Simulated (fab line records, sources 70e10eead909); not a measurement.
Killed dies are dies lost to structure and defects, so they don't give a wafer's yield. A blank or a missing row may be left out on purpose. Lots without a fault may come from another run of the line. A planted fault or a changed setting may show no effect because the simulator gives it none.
Problem report in the 8D (eight disciplines) form, filled by code | flow nand_harc | the parts of the form that need people (team, actions taken, sign-off) are left out

1. THE PROBLEM
time_to_endpoint_s at NHARC_A_M1_CMP_23 reads a mean of 40.2 s on 3 wafers of 2 lots; wafers without a fault read 28.0 s with a standard deviation of 2.3. That is +5.3 standard deviations from the usual mean.
The step: polishes, t overpolish 20 s, target thk 154.34 nm.
First seen on wafer L827.1, day 31 01:50, on cmp-01. The record holds 39 wafers of 13 lots with a number at this step. Rule for "out", or "out of limits": more than 4 standard deviations from the usual mean. The other wafers with a number count as sound.

2. WHAT IT IS AND WHAT IT IS NOT
question                    | is                     | is not
which readings at this step | time_to_endpoint_s     | motor_current_A
which lots                  | L826, L827             | L808, L809, L810, L812, L813, L814, L815, L817, L821, L829, L830
which wafers of those lots  | L826.1, L827.1, L827.5 | L826.3, L826.4, L827.4
read on which tools         | cmp-01, cmp-03         | cmp-04
when                        | from day 31 01:50      | up to then (28 sound wafers); but 8 sound wafers of L826, L829, L830 came after

3. SUSPECTS, AND WHAT RULES EACH OUT
Counting: a tool at a process step up to the reading stays a suspect if it ran every lot that is out. Sound lots after the first of them don't rule it out here, since some wafers of a struck lot are sound.
- ecd_cu-02 at NHARC_A_M1_ECD_22 (material Cu, target thk 400 nm): kept. It ran every lot that is out, first L827 (day 31 01:04); its last sound lot up to then is L817 (day 27 14:01).
Left after counting: ecd_cu-02 at NHARC_A_M1_ECD_22.

4. THE CAUSE (what the simulator had put in)
Process parameter drift: ecd_cu-02, from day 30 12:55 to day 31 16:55, at NHARC_A_M1_ECD_22. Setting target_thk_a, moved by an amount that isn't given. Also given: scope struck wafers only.
Counting left only this tool.

5. THE CHAIN OF EFFECTS, in route order
Each row: a reading whose mean over the struck wafers that have a number lies more than 3 standard deviations from the usual. Only readings for which the record gives a usual standard deviation are gone through. hours: the time from each lot's start at the first step in this table that gives one to its start at this step, as a median over the lots. sigmas: the change in usual standard deviations.
hours | step              | reading            | usual  | on struck wafers | change | sigmas
0     | NHARC_A_M1_CMP_23 | time_to_endpoint_s | 28.0 s | 40.2             | +12.2  | +5.3
The process steps in it:
- NHARC_A_M1_CMP_23: polishes, t overpolish 20 s, target thk 154.34 nm.
Later measuring or inspecting steps at which every struck wafer that the step has a row for has a number for every such reading, and none has moved that far: NHARC_A_M1_THK_MEAS_24.

6. WHAT WOULD HAVE CAUGHT IT SOONER
In this record the first reading out of limits was taken at day 31 01:50, 13 hours after the fault began at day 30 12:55.
Of the lots that are out (2), L826 began NHARC_A_M1_ECD_22 on ecd_cu-02 after day 31 01:50. A hold on the tool at that time would have spared it.
